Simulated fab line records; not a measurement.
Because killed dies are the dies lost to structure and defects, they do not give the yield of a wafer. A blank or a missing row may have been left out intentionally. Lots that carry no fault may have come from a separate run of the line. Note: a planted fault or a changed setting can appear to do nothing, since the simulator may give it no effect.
Matching of chambers	flow nand-harc	NHARC_A_STAIRCASE_DESCUM_11 on rie-diel-07: 4 sister chambers
The step chemistry O2, time 3 s. 4 wafers are shown with their chamber, then 12 later ones without.

## WAFERS PAIRED WITH THEIR CHAMBERS
wafer	chamber	drypump-motor-current-A (A)
L083.5	3	5.6
L089.2	0	6.7
L090.3	2	6.0
L090.6	1	4.7

## WAFERS MISSING THEIR CHAMBER
wafer	drypump-motor-current-A (A)
L091.3	5.9
L091.4	6.7
L091.5	6.7
L092.2	6.7
L092.3	4.7
L092.5	6.0
L096.3	4.8
L096.5	4.7
L096.6	5.9
L097.1	4.7
L097.2	6.6
L097.6	4.7

## THE CHAMBER EACH PASSED THROUGH
wafer	from the rows above	in truth
L091.3	2	2
L091.4	0	0
L091.5	0	0
L092.2	0	0
L092.3	1	1
L092.5	2	2
L096.3	1	1
L096.5	1	1
L096.6	2	2
L097.1	1	1
L097.2	0	0
L097.6	1	1
Correct placement for 12 of the 12. Number that these rows cannot place: 0. Wrongly placed: 0.
How it was worked out, from the rows above alone: a wafer's distance from a chamber is the root of the sum, over the readings, of the square of ((its reading less the chamber's mean) divided by the reading's scatter). The wafer belongs to the nearest chamber; if the next one is less than 2 further off, it can't be placed. For every chamber, the mean is computed from those of its wafers that are shown. The scatter: root of mean squared gap, hidden wafer to nearest shown wafer, with one shown wafer a chamber.
